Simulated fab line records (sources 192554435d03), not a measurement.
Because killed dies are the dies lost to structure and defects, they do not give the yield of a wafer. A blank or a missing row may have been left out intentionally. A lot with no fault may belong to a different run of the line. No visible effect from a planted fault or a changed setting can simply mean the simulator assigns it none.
Which of the tools did it? | flow n5_finfet | 11 lots, 33 wafers sampled, at 2 steps of a route of 1938

WHAT THE GAUGES SHOWED, per wafer
N5_BEOL_M12_INSPECT_12: inspects for defects (macro).
lot  | measured     | on                | raw_defect_count
L902 | day 11 01:17 | defect_inspect-02 | 3 2 1
L903 | day 11 06:35 | defect_inspect-02 | 3 2 5
L905 | day 11 15:04 | defect_inspect-01 | 0 1 1
L908 | day 12 15:30 | defect_inspect-02 | 3 1 6
L907 | day 12 19:49 | defect_inspect-02 | 0 4 1
L912 | day 15 00:41 | defect_inspect-01 | 3 2 1
L914 | day 15 09:51 | defect_inspect-02 | 2 3 1
L920 | day 15 10:23 | defect_inspect-02 | 1 1 3
L917 | day 15 17:18 | defect_inspect-02 | 0 3 2
L918 | day 15 21:21 | defect_inspect-01 | 1 2 0
L925 | day 17 09:11 | defect_inspect-02 | 1 3 2

WHICH TOOL RAN EACH LOT (tool, then ch and the chambers of the sampled wafers, then the start)
lot  | N5_BEOL_M11_SURFACE_TREAT_76
L902 | pvd_sputter-01, day 10 23:24
L903 | pvd_sputter-03, day 11 03:42
L905 | pvd_sputter-03, day 11 13:17
L908 | pvd_sputter-03, day 12 13:20
L907 | pvd_sputter-01, day 12 17:53
L912 | pvd_sputter-01, day 14 22:34
L914 | pvd_sputter-03, day 15 07:14
L920 | pvd_sputter-01, day 15 08:00
L917 | pvd_sputter-01, day 15 15:02
L918 | pvd_sputter-02, day 15 19:25
L925 | pvd_sputter-02, day 17 07:15
- N5_BEOL_M11_SURFACE_TREAT_76

THE ANSWER, worked out from the rows above alone
Rule: the lots themselves supply what counts as usual. Put in order of their means at a reading, lots are off if they are a third of the lots or fewer, leave a main group of 4 or more, and stand apart from it by a gap of 3 or more times the standard deviation of the main group's means; of several such gaps the widest counts. A main group is skipped when, at the precision printed for the reading in the tables above, its means are all equal. Also off: a lot with no number at a reading for which 4 or more lots have one. The other lots that the step has rows for count as sound.
Nothing can be told from this: no lot is off at any reading shown.

WHAT THE SIMULATOR HAD PUT IN
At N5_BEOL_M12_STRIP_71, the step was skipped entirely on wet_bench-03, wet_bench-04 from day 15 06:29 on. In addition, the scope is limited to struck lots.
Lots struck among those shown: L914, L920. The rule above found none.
